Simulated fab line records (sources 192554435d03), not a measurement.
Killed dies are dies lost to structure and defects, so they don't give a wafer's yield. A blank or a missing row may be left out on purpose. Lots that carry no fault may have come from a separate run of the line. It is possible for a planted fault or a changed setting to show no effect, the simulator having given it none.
Split-lot trial :: flow n5_finfet :: 21 wafers read from 7 lots, route of 1938 steps

## ON THE SPLIT
At N5_HKMG_FIN_ETCH_32 (etches SOC in N2/H2, target depth 240 nm, time 300 s), the setting bias_w was moved away from the recipe's 150 W on 6 of the 21 wafers read, by -13.7% to +15.9%. All remaining wafers had this setting at the recipe value.

The split's own step is where the reading is taken.

## THE READING
rf_vpp_V, in V, at N5_HKMG_FIN_ETCH_32 (etches SOC in N2/H2, target depth 240 nm, time 300 s). Fault-free wafers of this fab line usually give 524.0 V, standard deviation 2.3 V.

wafer: L074.2
tool, chamber at the split: rie_diel-02, 3
bias_w as run, W: 163.5
against the recipe: +9.0%
rf_vpp_V, V: 553.1
against lot-mates on the recipe: +26.9

wafer: L074.4
tool, chamber at the split: rie_diel-02, 1
bias_w as run, W: 150
against the recipe: recipe
rf_vpp_V, V: 526.4
against lot-mates on the recipe: -

wafer: L074.6
tool, chamber at the split: rie_diel-02, 2
bias_w as run, W: 150
against the recipe: recipe
rf_vpp_V, V: 526.1
against lot-mates on the recipe: -

wafer: L080.2
tool, chamber at the split: rie_diel-02, 1
bias_w as run, W: 150
against the recipe: recipe
rf_vpp_V, V: 524.5
against lot-mates on the recipe: -

wafer: L080.5
tool, chamber at the split: rie_diel-02, 2
bias_w as run, W: 150
against the recipe: recipe
rf_vpp_V, V: 526.0
against lot-mates on the recipe: -

wafer: L080.6
tool, chamber at the split: rie_diel-02, 3
bias_w as run, W: 129.5
against the recipe: -13.7%
rf_vpp_V, V: 477.8
against lot-mates on the recipe: -47.4

wafer: L081.1
tool, chamber at the split: rie_diel-03, 0
bias_w as run, W: 150
against the recipe: recipe
rf_vpp_V, V: 524.9
against lot-mates on the recipe: -

wafer: L081.3
tool, chamber at the split: rie_diel-03, 2
bias_w as run, W: 150
against the recipe: recipe
rf_vpp_V, V: 525.4
against lot-mates on the recipe: -

wafer: L081.5
tool, chamber at the split: rie_diel-03, 2
bias_w as run, W: 173.8
against the recipe: +15.9%
rf_vpp_V, V: 574.6
against lot-mates on the recipe: +49.5

wafer: L084.2
tool, chamber at the split: rie_diel-02, 2
bias_w as run, W: 150
against the recipe: recipe
rf_vpp_V, V: 525.7
against lot-mates on the recipe: -

wafer: L084.3
tool, chamber at the split: rie_diel-02, 3
bias_w as run, W: 150
against the recipe: recipe
rf_vpp_V, V: 525.6
against lot-mates on the recipe: -

wafer: L084.4
tool, chamber at the split: rie_diel-02, 1
bias_w as run, W: 150
against the recipe: recipe
rf_vpp_V, V: 526.9
against lot-mates on the recipe: -

wafer: L085.1
tool, chamber at the split: rie_diel-03, 1
bias_w as run, W: 150
against the recipe: recipe
rf_vpp_V, V: 526.3
against lot-mates on the recipe: -

wafer: L085.2
tool, chamber at the split: rie_diel-03, 3
bias_w as run, W: 173.5
against the recipe: +15.7%
rf_vpp_V, V: 570.3
against lot-mates on the recipe: +45.1

wafer: L085.3
tool, chamber at the split: rie_diel-03, 2
bias_w as run, W: 150
against the recipe: recipe
rf_vpp_V, V: 524.1
against lot-mates on the recipe: -

wafer: L089.1
tool, chamber at the split: rie_diel-02, 2
bias_w as run, W: 150
against the recipe: recipe
rf_vpp_V, V: 525.2
against lot-mates on the recipe: -

wafer: L089.4
tool, chamber at the split: rie_diel-02, 0
bias_w as run, W: 133.7
against the recipe: -10.9%
rf_vpp_V, V: 484.8
against lot-mates on the recipe: -40.4

wafer: L089.6
tool, chamber at the split: rie_diel-02, 2
bias_w as run, W: 133.7
against the recipe: -10.9%
rf_vpp_V, V: 488.4
against lot-mates on the recipe: -36.8

wafer: L094.1
tool, chamber at the split: rie_diel-02, 2
bias_w as run, W: 150
against the recipe: recipe
rf_vpp_V, V: 525.8
against lot-mates on the recipe: -

wafer: L094.2
tool, chamber at the split: rie_diel-02, 0
bias_w as run, W: 150
against the recipe: recipe
rf_vpp_V, V: 521.2
against lot-mates on the recipe: -

wafer: L094.6
tool, chamber at the split: rie_diel-02, 3
bias_w as run, W: 150
against the recipe: recipe
rf_vpp_V, V: 523.7
against lot-mates on the recipe: -

THE FIT
A straight line over all 21 wafers: rf_vpp_V changes by +3.23 V for each +1% of bias_w; r = +1.00; the points scatter about the line by 2.1 V.
The same after taking each lot's own level away (the mean of its wafers on the recipe; 21 wafers): +3.22 V for each +1%; r = +1.00; scatter 2 V.
The reading moves by 51 V for the largest change in bias_w, on that fit.
Measured against the standard deviation above, the lots' own levels, which go from 523.57 to 526.25 V, span 1.2 times it.
The two slopes are in agreement: the lot-to-lot level therefore moves the slope only a little.
Check: with one of the wafers moved furthest among these (+15.9%) left out of the fit, the line predicts +50.5 V for it against its lot-mates. It came out at +49.5 V against them.
Tool readings at the split's step, against how far the setting was moved: rf_vpp_V r = +1.00.

## THE WHOLE CHAIN: every reading that the file lists as answering this split, in the file's order
step: N5_HKMG_FIN_ETCH_32
what it does: etches SOC in N2/H2, target depth 240 nm, time 300 s
reading: rf_vpp_V
change (the file's fit): +3.17 V for each +1% of the setting
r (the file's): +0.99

step: N5_HKMG_FIN_ETCH_32
what it does: etches SOC in N2/H2, target depth 240 nm, time 300 s
reading: SiARC_of_HKMG_FIN_COAT_30.thk_nm (the simulator's own value, which no gauge read)
change (the file's fit): -0.147 nm for each +1% of the setting
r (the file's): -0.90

## THE FILE'S OWN FIT
rf_vpp_V changes by +3.17 V for each +1% of bias_w, r = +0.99.
